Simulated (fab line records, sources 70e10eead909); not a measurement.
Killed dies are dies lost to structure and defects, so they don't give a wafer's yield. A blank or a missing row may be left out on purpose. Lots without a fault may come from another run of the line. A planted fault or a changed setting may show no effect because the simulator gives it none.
A struck lot beside a sound one | flow nand_harc | 14 steps out of a route of 1159
Sound: wafers L563.2, L563.3, L563.6. Struck: wafers L566.3, L566.4, L566.5. The cause comes at the end.
At each step with rows: each side's tool, then ch and its chambers, then its first start. Under that, the readings that differ: sound wafers | struck wafers | difference of the means | sigmas: that difference in standard deviations of wafers without a fault.
alike: readings whose means differ by less than 2 such deviations, and words and numbers that are the same on both sides. not compared: withheld readings, readings that some wafer has no value for, bounds like >300 that may hide the same value, and numbers for which the record gives no deviation and whose values overlap.
The two part at a step that has a row with sigmas, a row that says differs or no value, or rows on one side only. Numbers that don't overlap but have no deviation are shown without sigmas and don't part them. A reading that every wafer of one side lacks parts them only if that side has two wafers or more.

first, 1 step without rows for these wafers: NHARC_A_WL_FILL_ANNEAL_08 (time 1800 s).
NHARC_A_WL_FILL_ALD_10: deposits SiO2, target thk 50 nm, pulse time 10 s, ald cycles 500.
  sound on ald_hk-01 ch 0,1,2, day 17 16:37; struck on ald_hk-03 ch 0,1,2, day 17 22:19
  alike: heater_power_outer_w, heater_power_w, precursor_pulse_height_rel
NHARC_A_WL_FILL_ETCHBACK_16: etches the open film in C4F8/O2/Ar, target depth 88 nm, time 17.6 s.
  sound on rie_diel-09 ch 2,3; struck on rie_diel-10 ch 2,3
  alike: oes_product_au, rf_vpp_V
  not compared: rf_hours_counter_h
NHARC_A_WL_FILL_STRIP_29: strips in O2, time 20 s.
  sound on rie_diel-09 ch 2,3, day 17 20:55; struck on rie_diel-10 ch 1,2,3, day 18 03:30
  alike: drypump_motor_current_A, oes_product_au, rf_vpp_V, showerhead_plenum_p_Torr, throttle_valve_pct
  not compared: rf_hours_counter_h
then, 4 steps without rows for these wafers: NHARC_A_WL_FILL_ETCHBACK_17 (etches the open film in Cl2/BCl3, target depth 4 nm, time 26.7 s); NHARC_A_WL_FILL_PRECLEAN_18 (cleans in dHF, time 30 s); NHARC_A_WL_FILL_SRD_21; NHARC_A_WL_FILL_CVD_23 (deposits poly-Si, target thk 40 nm, time 800 s).
NHARC_A_WL_FILL_ETCHBACK_26: etches the open film in HBr, target depth 52 nm, time 13.3 s.
  sound on rie_si-03 ch 1,2,3, day 18 00:10; struck on rie_si-01 ch 0,2,3, day 18 08:16
  alike: drypump_motor_current_A, oes_product_au, throttle_valve_pct
  not compared: rf_hours_counter_h
then, 2 steps without rows for these wafers: NHARC_A_WL_FILL_PRECLEAN_30 (cleans in dHF, time 10 s); NHARC_A_WL_FILL_SRD_14.
NHARC_A_WL_FILL_ALD_19: deposits TiN, target thk 2 nm, pulse time 3 s, ald cycles 100.
  sound on ald_metal-01 ch 1,2,3, day 18 00:24; struck on ald_metal-04 ch 0,2,3, day 18 08:34
  no value came back on the struck wafers for ald_cycles, heater_power_outer_w (W), heater_power_w (W), precursor_pulse_height_rel; on the sound wafers ald_cycles reads 100 100 100
NHARC_A_WL_FILL_CVD_20: deposits W, target thk 75 nm, time 5064 s.
  sound on cvd_w-02 ch 0,1; struck on cvd_w-02 ch 0,1
  alike: heater_power_w, mfc_h2_sccm, throttle_valve_pct
-- the record jumps here: 4 days lie between the struck wafers' starts before and after (it left off in module A_WL_FILL and takes up again in module END, whose first step shown is number 1159 of the route) --
NHARC_END_SORT_01:
  sound on prober-02 ch 0, day 21 15:08; struck on prober-02 ch 0, day 21 23:43
  reading         | sound    | struck      | difference | sigmas
  killed_at_array | 26 39 35 | 672 667 671 | +637       | +58
  killed_dies     | 33 41 40 | 677 677 677 | +639       | +58
  alike: killed_at_other, killed_at_periphery, killed_open, killed_short

WHERE THEY PART
First at NHARC_A_WL_FILL_ALD_19; last, within this record, at NHARC_END_SORT_01.

WHY: what the simulator had put in
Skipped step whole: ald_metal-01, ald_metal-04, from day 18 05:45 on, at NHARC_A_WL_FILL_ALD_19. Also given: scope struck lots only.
